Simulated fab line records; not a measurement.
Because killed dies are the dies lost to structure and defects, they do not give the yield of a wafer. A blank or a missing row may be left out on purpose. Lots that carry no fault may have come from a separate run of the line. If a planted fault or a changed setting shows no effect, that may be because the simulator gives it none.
Split-lot experiment	flow n5-finfet	on a route of 1938 steps: 7 lots, 21 wafers read

== SPLIT DETAILS ==
At N5_WELL_APT_COAT_02 (resist thk 950 nm), the setting spin-rpm was moved away from the recipe's 1357 rpm on 5 of the 21 wafers read, by -6.3% to +9.1%. For the rest of the wafers, this setting stayed at what the recipe calls for.

The split's own step is where the reading is taken.

== THE READING ==
coat_of_WELL_APT_COAT_02.thk-nm (the simulator's own value, which no gauge read), in nm, at N5_WELL_APT_COAT_02 (resist thk 950 nm). No usual value for it is given in the file. Here, 16 wafers ran the recipe; their average is 951.1 nm with a standard deviation of 3 nm.

wafer	tool, chamber at the split	spin-rpm as run, rpm	against the recipe	coat_of_WELL_APT_COAT_02.thk-nm, nm	against lot-mates on the recipe
L078.1	litho-track-03, 0	1357	recipe	952.4	-
L078.5	litho-track-03, 0	1357	recipe	954.3	-
L078.6	litho-track-03, 0	1357	recipe	952.7	-
L084.4	litho-track-05, 0	1357	recipe	951.6	-
L084.5	litho-track-05, 0	1467	+8.1%	914.2	-37.4
L084.6	litho-track-05, 0	1467	+8.1%	915.4	-36.2
L085.4	litho-track-01, 0	1357	recipe	953.8	-
L085.5	litho-track-01, 0	1357	recipe	951.7	-
L085.6	litho-track-01, 0	1481	+9.1%	908.7	-44.0
L087.3	litho-track-03, 0	1357	recipe	949.5	-
L087.5	litho-track-03, 0	1357	recipe	946.3	-
L087.6	litho-track-03, 0	1357	recipe	949.4	-
L089.1	litho-track-03, 0	1357	recipe	945.5	-
L089.2	litho-track-03, 0	1271	-6.3%	977.1	+31.6
L089.4	litho-track-03, 0	1271	-6.3%	978.1	+32.6
L094.1	litho-track-03, 0	1357	recipe	949.9	-
L094.4	litho-track-03, 0	1357	recipe	950.4	-
L094.5	litho-track-03, 0	1357	recipe	946.9	-
L097.1	litho-track-05, 0	1357	recipe	956	-
L097.2	litho-track-05, 0	1357	recipe	953.2	-
L097.6	litho-track-05, 0	1357	recipe	954.6	-

FIT RESULTS
A straight line over all 21 wafers: coat_of_WELL_APT_COAT_02.thk-nm changes by -4.43 nm for each +1% of spin-rpm; r = -0.99; the points scatter about the line by 2.8 nm.
The same after taking each lot's own level away (the mean of its wafers on the recipe; 21 wafers): -4.78 nm for each +1%; r = -1.00; scatter 1.4 nm.
The reading moves by 44 nm for the largest change in spin-rpm, on that fit.
Measured against the standard deviation above, the lots' own levels, which go from 945.50 to 954.60 nm, span 3.0 times it.
The two slopes are in agreement: the lot-to-lot level therefore moves the slope only a little.
Check: -43 nm against its lot-mates is what the line predicts for one of the wafers moved furthest among these (+9.1%) when that wafer is left out of the fit. Against them it came out at -44 nm.

== FILE'S OWN FIT ==
coat_of_WELL_APT_COAT_02.thk-nm changes by -4.78 nm for each +1% of spin-rpm, r = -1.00.
